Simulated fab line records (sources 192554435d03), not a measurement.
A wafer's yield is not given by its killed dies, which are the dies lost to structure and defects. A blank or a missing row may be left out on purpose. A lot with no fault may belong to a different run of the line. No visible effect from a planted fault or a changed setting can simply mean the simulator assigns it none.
Which tool was responsible? || flow n5Finfet || 10 lots with 29 wafers sampled at 6 steps, on a route of 1938 steps

## WHAT EACH GAUGE READ, for each wafer
N5_WELL_APT_OVL_MEAS_09. Usual: NWELL_OVL 1 nm, standard deviation 5.
{"lot": "L119", "measured": "day 1 13:46", "on": "overlay-02", "NWELL_OVL (nm)": "-1 -6 0", "flag": ""}
{"lot": "L121", "measured": "day 2 01:50", "on": "overlay-02", "NWELL_OVL (nm)": "-8 -4", "flag": ""}
{"lot": "L124", "measured": "day 2 19:55", "on": "overlay-01", "NWELL_OVL (nm)": "8 2 -3", "flag": ""}
{"lot": "L125", "measured": "day 3 01:49", "on": "overlay-02", "NWELL_OVL (nm)": "6 2 6", "flag": ""}
{"lot": "L127", "measured": "day 3 13:35", "on": "overlay-02", "NWELL_OVL (nm)": "5 14 5", "flag": ""}
{"lot": "L130", "measured": "day 4 07:38", "on": "overlay-02", "NWELL_OVL (nm)": "10 4 5", "flag": ""}
{"lot": "L132", "measured": "day 4 19:43", "on": "overlay-01", "NWELL_OVL (nm)": "2 1 -3", "flag": ""}
{"lot": "L137", "measured": "day 6 01:50", "on": "overlay-02", "NWELL_OVL (nm)": "34 28 31", "flag": "OFF"}
{"lot": "L139", "measured": "day 6 13:50", "on": "overlay-02", "NWELL_OVL (nm)": "28 36 32", "flag": "OFF"}
{"lot": "L142", "measured": "day 7 07:44", "on": "overlay-02", "NWELL_OVL (nm)": "2 4 1", "flag": ""}

N5_WELL_APT_INSPECT_10: inspects for defects (macro). Usual: rawDefectCount reads 1.7 (standard deviation 1.4).
{"lot": "L119", "measured": "day 1 13:47", "on": "defectInspect-02", "rawDefectCount": "2 1 3", "flag": ""}
{"lot": "L121", "measured": "day 2 01:52", "on": "defectInspect-02", "rawDefectCount": "2 2", "flag": ""}
{"lot": "L124", "measured": "day 2 19:56", "on": "defectInspect-02", "rawDefectCount": "1 2 1", "flag": ""}
{"lot": "L125", "measured": "day 3 01:50", "on": "defectInspect-01", "rawDefectCount": "0 2 0", "flag": ""}
{"lot": "L127", "measured": "day 3 13:37", "on": "defectInspect-02", "rawDefectCount": "1 1 3", "flag": ""}
{"lot": "L130", "measured": "day 4 07:40", "on": "defectInspect-02", "rawDefectCount": "1 2 0", "flag": ""}
{"lot": "L132", "measured": "day 4 19:44", "on": "defectInspect-02", "rawDefectCount": "1 1 2", "flag": ""}
{"lot": "L137", "measured": "day 6 01:52", "on": "defectInspect-01", "rawDefectCount": "1 1 2", "flag": ""}
{"lot": "L139", "measured": "day 6 13:52", "on": "defectInspect-01", "rawDefectCount": "0 2 5", "flag": ""}
{"lot": "L142", "measured": "day 7 07:46", "on": "defectInspect-01", "rawDefectCount": "2 0 3", "flag": ""}

N5_WELL_APT_CD_MEAS_25: target cd 200 nm. Usual: cdNm reads 200.9 nm (standard deviation 2).
{"lot": "L119", "measured": "day 1 15:06", "on": "cdSem-03", "cdNm (nm)": "201.8 199.0 200.0", "flag": ""}
{"lot": "L121", "measured": "day 2 03:04", "on": "cdSem-01", "cdNm (nm)": "205.3 203.0", "flag": ""}
{"lot": "L124", "measured": "day 2 21:11", "on": "cdSem-01", "cdNm (nm)": "202.6 204.4 200.4", "flag": ""}
{"lot": "L125", "measured": "day 3 03:07", "on": "cdSem-02", "cdNm (nm)": "199.9 201.5 203.8", "flag": ""}
{"lot": "L127", "measured": "day 3 14:41", "on": "cdSem-02", "cdNm (nm)": "202.0 200.9 198.2", "flag": ""}
{"lot": "L130", "measured": "day 4 08:44", "on": "cdSem-01", "cdNm (nm)": "200.1 197.6 197.9", "flag": ""}
{"lot": "L132", "measured": "day 4 20:48", "on": "cdSem-02", "cdNm (nm)": "205.2 203.3 204.5", "flag": ""}
{"lot": "L137", "measured": "day 6 03:05", "on": "cdSem-01", "cdNm (nm)": "196.8 198.3 198.7", "flag": ""}
{"lot": "L139", "measured": "day 6 15:03", "on": "cdSem-03", "cdNm (nm)": "201.3 198.7 200.9", "flag": ""}
{"lot": "L142", "measured": "day 7 08:50", "on": "cdSem-02", "cdNm (nm)": "200.0 202.3 200.4", "flag": ""}

N5_BEOL_M4_RC_MEAS_101. Usual: DIBL_N 36.0 mV/V, standard deviation 2.2; DIBL_P 36.2 mV/V, standard deviation 2.4; IOFF_N 0.16 nA/um, standard deviation 0.035; IOFF_P 0.21 nA/um, standard deviation 0.037; ION_N 672 uA/um, standard deviation 13; ION_P 461 uA/um, standard deviation 7; SS_N 71.4 mV/dec, standard deviation 0.69; SS_P 73.2 mV/dec, standard deviation 0.75; VT_N 250 mV, standard deviation 3.4; VT_P -251 mV, standard deviation 3.
{"lot": "L119", "measured": "day 9 13:01", "on": "prober-01", "DIBL_N (mV/V)": "33.9 35.4 35.7", "DIBL_P (mV/V)": "34.2 35.7 36.5", "IOFF_N (nA/um)": "0.12 0.16 0.17", "IOFF_P (nA/um)": "0.17 0.19 0.21", "ION_N (uA/um)": "659 677 694", "ION_P (uA/um)": "451 457 467", "SS_N (mV/dec)": "71.3 71.1 70.8", "SS_P (mV/dec)": "73.7 73.4 73.6", "VT_N (mV)": "252 250 246", "VT_P (mV)": "-257 -253 -252", "flag": ""}
{"lot": "L121", "measured": "day 9 10:32", "on": "prober-01", "DIBL_N (mV/V)": "38.5 39.2", "DIBL_P (mV/V)": "37.1 37.9", "IOFF_N (nA/um)": "0.18 0.21", "IOFF_P (nA/um)": "0.22 0.24", "ION_N (uA/um)": "671 679", "ION_P (uA/um)": "458 458", "SS_N (mV/dec)": "72.7 71.8", "SS_P (mV/dec)": "73.8 73.9", "VT_N (mV)": "247 248", "VT_P (mV)": "-250 -246", "flag": ""}
{"lot": "L124", "measured": "day 10 20:53", "on": "prober-02", "DIBL_N (mV/V)": "37.0 36.6 34.1", "DIBL_P (mV/V)": "39.5 38.0 35.2", "IOFF_N (nA/um)": "0.18 0.17 0.13", "IOFF_P (nA/um)": "0.26 0.23 0.19", "ION_N (uA/um)": "667 674 660", "ION_P (uA/um)": "465 460 463", "SS_N (mV/dec)": "72.0 71.6 71.6", "SS_P (mV/dec)": "74.1 74.1 72.9", "VT_N (mV)": "252 248 254", "VT_P (mV)": "-250 -251 -254", "flag": ""}
{"lot": "L125", "measured": "day 10 19:05", "on": "prober-01", "DIBL_N (mV/V)": "35.2 32.3 35.6", "DIBL_P (mV/V)": "34.8 32.9 36.0", "IOFF_N (nA/um)": "0.14 0.11 0.14", "IOFF_P (nA/um)": "0.18 0.16 0.19", "ION_N (uA/um)": "665 655 667", "ION_P (uA/um)": "455 454 461", "SS_N (mV/dec)": "71.1 70.3 71.0", "SS_P (mV/dec)": "72.2 71.8 72.8", "VT_N (mV)": "253 254 251", "VT_P (mV)": "-255 -252 -254", "flag": ""}
{"lot": "L127", "measured": "day 11 00:42", "on": "prober-01", "DIBL_N (mV/V)": "38.1 38.7 37.8", "DIBL_P (mV/V)": "37.4 40.3 39.1", "IOFF_N (nA/um)": "0.20 0.22 0.19", "IOFF_P (nA/um)": "0.21 0.26 0.23", "ION_N (uA/um)": "667 690 677", "ION_P (uA/um)": "455 466 459", "SS_N (mV/dec)": "72.1 71.9 71.7", "SS_P (mV/dec)": "73.1 74.4 73.5", "VT_N (mV)": "250 244 248", "VT_P (mV)": "-252 -246 -252", "flag": ""}
{"lot": "L130", "measured": "day 12 09:06", "on": "prober-02", "DIBL_N (mV/V)": "31.8 35.7 34.3", "DIBL_P (mV/V)": "33.3 37.8 35.4", "IOFF_N (nA/um)": "0.11 0.16 0.15", "IOFF_P (nA/um)": "0.16 0.22 0.19", "ION_N (uA/um)": "651 663 670", "ION_P (uA/um)": "452 458 457", "SS_N (mV/dec)": "70.9 72.4 71.0", "SS_P (mV/dec)": "73.1 73.2 73.0", "VT_N (mV)": "254 248 251", "VT_P (mV)": "-254 -252 -253", "flag": ""}
{"lot": "L132", "measured": "day 12 06:52", "on": "prober-01", "DIBL_N (mV/V)": "37.0 35.4 37.6", "DIBL_P (mV/V)": "37.3 34.3 37.9", "IOFF_N (nA/um)": "0.17 0.15 0.19", "IOFF_P (nA/um)": "0.23 0.19 0.25", "ION_N (uA/um)": "671 675 684", "ION_P (uA/um)": "464 463 467", "SS_N (mV/dec)": "72.0 71.1 72.0", "SS_P (mV/dec)": "73.7 72.8 73.7", "VT_N (mV)": "249 248 248", "VT_P (mV)": "-248 -253 -249", "flag": ""}
{"lot": "L137", "measured": "day 13 16:46", "on": "prober-01", "DIBL_N (mV/V)": "40.9 38.3 38.9", "DIBL_P (mV/V)": "41.1 37.2 38.2", "IOFF_N (nA/um)": "0.26 0.18 0.20", "IOFF_P (nA/um)": "0.30 0.23 0.24", "ION_N (uA/um)": "700 689 691", "ION_P (uA/um)": "476 466 462", "SS_N (mV/dec)": "72.6 71.8 71.8", "SS_P (mV/dec)": "75.2 73.6 74.7", "VT_N (mV)": "243 249 249", "VT_P (mV)": "-247 -251 -249", "flag": ""}
{"lot": "L139", "measured": "day 14 04:13", "on": "prober-01", "DIBL_N (mV/V)": "36.3 36.5 39.1", "DIBL_P (mV/V)": "35.8 36.5 39.1", "IOFF_N (nA/um)": "0.16 0.16 0.21", "IOFF_P (nA/um)": "0.18 0.19 0.23", "ION_N (uA/um)": "681 684 696", "ION_P (uA/um)": "460 460 462", "SS_N (mV/dec)": "71.5 71.9 71.9", "SS_P (mV/dec)": "72.7 73.1 73.3", "VT_N (mV)": "248 253 245", "VT_P (mV)": "-254 -252 -251", "flag": ""}
{"lot": "L142", "measured": "day 15 05:06", "on": "prober-01", "DIBL_N (mV/V)": "36.0 37.5 36.2", "DIBL_P (mV/V)": "35.5 37.4 36.2", "IOFF_N (nA/um)": "0.14 0.18 0.16", "IOFF_P (nA/um)": "0.20 0.24 0.21", "ION_N (uA/um)": "676 682 678", "ION_P (uA/um)": "466 473 466", "SS_N (mV/dec)": "70.8 71.7 71.3", "SS_P (mV/dec)": "73.0 73.2 73.0", "VT_N (mV)": "251 249 250", "VT_P (mV)": "-249 -247 -248", "flag": ""}

## WHAT TOOL EACH LOT RAN ON (gives the tool, then ch and the chambers of the sampled wafers, and finally the start)
{"lot": "L119", "N5_ZERO_LAYER_ETCH_18": "rieSi-06 ch 0,1,2, day 1 12:47", "N5_WELL_APT_EXPOSE_05": "krfScanner-01 ch 0, day 1 13:34"}
{"lot": "L121", "N5_ZERO_LAYER_ETCH_18": "rieSi-02 ch 1,3, day 2 00:55", "N5_WELL_APT_EXPOSE_05": "krfScanner-01 ch 0, day 2 01:38"}
{"lot": "L124", "N5_ZERO_LAYER_ETCH_18": "rieSi-01 ch 0,2, day 2 19:07", "N5_WELL_APT_EXPOSE_05": "krfScanner-02 ch 0, day 2 19:43"}
{"lot": "L125", "N5_ZERO_LAYER_ETCH_18": "rieSi-02 ch 0,2,3, day 3 00:53", "N5_WELL_APT_EXPOSE_05": "krfScanner-01 ch 0, day 3 01:37"}
{"lot": "L127", "N5_ZERO_LAYER_ETCH_18": "rieSi-02 ch 0,3, day 3 12:47", "N5_WELL_APT_EXPOSE_05": "krfScanner-02 ch 0, day 3 13:23"}
{"lot": "L130", "N5_ZERO_LAYER_ETCH_18": "rieSi-02 ch 0,1, day 4 06:49", "N5_WELL_APT_EXPOSE_05": "krfScanner-02 ch 0, day 4 07:26"}
{"lot": "L132", "N5_ZERO_LAYER_ETCH_18": "rieSi-06 ch 0,3, day 4 18:55", "N5_WELL_APT_EXPOSE_05": "krfScanner-01 ch 0, day 4 19:31"}
{"lot": "L137", "N5_ZERO_LAYER_ETCH_18": "rieSi-02 ch 1,2, day 6 00:55", "N5_WELL_APT_EXPOSE_05": "krfScanner-01 ch 0, day 6 01:39"}
{"lot": "L139", "N5_ZERO_LAYER_ETCH_18": "rieSi-02 ch 0,2,3, day 6 12:55", "N5_WELL_APT_EXPOSE_05": "krfScanner-01 ch 0, day 6 13:39"}
{"lot": "L142", "N5_ZERO_LAYER_ETCH_18": "rieSi-06 ch 0,1,3, day 7 06:56", "N5_WELL_APT_EXPOSE_05": "krfScanner-02 ch 0, day 7 07:32"}
- N5_ZERO_LAYER_ETCH_18: etches Si in HBr/Cl2, target depth 120 nm, time 40 s.
- N5_WELL_APT_EXPOSE_05: exposes mask NWELL, defocus 0 nm, target cd 200 nm.

## AS READ BY THE TOOLS THEMSELVES (means over the sampled wafers that have a number; for cases with no such wafer, the mark the record gives instead)
N5_ZERO_LAYER_ETCH_18. Usual: drypumpMotorCurrentA 5.9 A, standard deviation 0.35; oesProductAu 1.000 a.u., standard deviation 0.016; throttleValvePct 36.36 %, standard deviation 0.3.
{"lot": "L119", "tool": "rieSi-06", "drypumpMotorCurrentA (A)": 5.9, "oesProductAu (a.u.)": 1.001, "throttleValvePct (%)": 36.31, "flag": ""}
{"lot": "L121", "tool": "rieSi-02", "drypumpMotorCurrentA (A)": 6.0, "oesProductAu (a.u.)": 0.991, "throttleValvePct (%)": 36.54, "flag": ""}
{"lot": "L124", "tool": "rieSi-01", "drypumpMotorCurrentA (A)": 5.6, "oesProductAu (a.u.)": 1.001, "throttleValvePct (%)": 36.32, "flag": ""}
{"lot": "L125", "tool": "rieSi-02", "drypumpMotorCurrentA (A)": 5.8, "oesProductAu (a.u.)": 1.002, "throttleValvePct (%)": 36.37, "flag": ""}
{"lot": "L127", "tool": "rieSi-02", "drypumpMotorCurrentA (A)": 5.9, "oesProductAu (a.u.)": 1.007, "throttleValvePct (%)": 36.23, "flag": ""}
{"lot": "L130", "tool": "rieSi-02", "drypumpMotorCurrentA (A)": 6.0, "oesProductAu (a.u.)": 0.995, "throttleValvePct (%)": 36.33, "flag": ""}
{"lot": "L132", "tool": "rieSi-06", "drypumpMotorCurrentA (A)": 5.4, "oesProductAu (a.u.)": 0.998, "throttleValvePct (%)": 36.20, "flag": ""}
{"lot": "L137", "tool": "rieSi-02", "drypumpMotorCurrentA (A)": 5.8, "oesProductAu (a.u.)": 0.991, "throttleValvePct (%)": 36.44, "flag": ""}
{"lot": "L139", "tool": "rieSi-02", "drypumpMotorCurrentA (A)": 5.8, "oesProductAu (a.u.)": 1.001, "throttleValvePct (%)": 36.37, "flag": ""}
{"lot": "L142", "tool": "rieSi-06", "drypumpMotorCurrentA (A)": 5.7, "oesProductAu (a.u.)": 1.007, "throttleValvePct (%)": 36.29, "flag": ""}

## THE ANSWER, worked out from the rows above alone
Rule: a lot counts as off when the mean over its wafers that have a number is more than 3 standard deviations away from the usual mean. A lot without any number at a reading at which 4 lots or more have one is off too. All remaining lots with rows at the step are treated as sound. The gauges are gone through in route order, then the tools' own readings, and for those a lot's mean is taken as printed above. At the first step where some lot is off, the reading lying furthest off is the one used; lots without a number count as furthest.
Off: L137, L139, at N5_WELL_APT_OVL_MEAS_09 (NWELL_OVL).
If a tool, at a process step before that reading, ran all the lots that are off and no sound lot after the first of them, it fits. Those tools and the gauges at N5_WELL_APT_OVL_MEAS_09 are tried in the same way. This does not decide it: 2 tools fit, namely rieSi-02 at N5_ZERO_LAYER_ETCH_18 and krfScanner-01 at N5_WELL_APT_EXPOSE_05.

## WHAT THE SIMULATOR HAD PUT IN
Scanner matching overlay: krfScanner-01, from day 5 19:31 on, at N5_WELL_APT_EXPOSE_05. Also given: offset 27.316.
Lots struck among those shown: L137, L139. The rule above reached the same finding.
